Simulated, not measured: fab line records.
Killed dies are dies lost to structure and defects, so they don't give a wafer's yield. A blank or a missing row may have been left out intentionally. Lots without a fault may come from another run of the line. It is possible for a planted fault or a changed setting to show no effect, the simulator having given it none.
Matching of chambers ; flow n5-finfet ; N5_BEOL_M13_VIA_ETCH_16 on rie-diel-06: 4 sister chambers
The step etches SiOC in C4F8/O2/Ar, target depth 921.7 nm. 8 wafers are shown with their chamber, then 7 later ones without.

## WAFERS, EACH WITH ITS CHAMBER
wafer;chamber;showerhead-plenum-p-Torr (Torr);drypump-motor-current-A (A)
L125.6;3;3.18;5.9
L136.1;3;3.17;5.9
L136.4;2;3.36;5.7
L140.1;1;3.60;6.5
L140.4;0;3.25;6.5
L140.6;0;3.25;6.6
L137.2;2;3.36;5.6
L137.3;1;3.60;6.5

## WAFERS WHOSE CHAMBER IS MISSING
wafer;showerhead-plenum-p-Torr (Torr);drypump-motor-current-A (A)
L137.5;3.25;6.6
L139.2;3.25;6.6
L139.4;3.60;6.5
L139.6;3.16;5.9
L141.1;3.25;6.5
L141.2;3.59;6.5
L141.3;3.35;5.6

## THE CHAMBER EACH PASSED THROUGH
wafer;from the rows above;in truth
L137.5;0;0
L139.2;0;0
L139.4;1;1
L139.6;3;3
L141.1;0;0
L141.2;1;1
L141.3;2;2
Correct placement for 7 of the 7. Can't be placed from these rows: 0. Number placed wrongly: 0.
How it was worked out, from the rows above alone: a wafer's distance from a chamber is the root of the sum, over the readings, of the square of ((its reading less the chamber's mean) divided by the reading's scatter). The wafer belongs to the nearest chamber; if the next one is less than 2 further off, it can't be placed. Each chamber's mean is taken over the wafers shown for it. The scatter: the root of (the sum of the squares of (reading less its chamber's mean) over the shown wafers, divided by (wafers less chambers)).
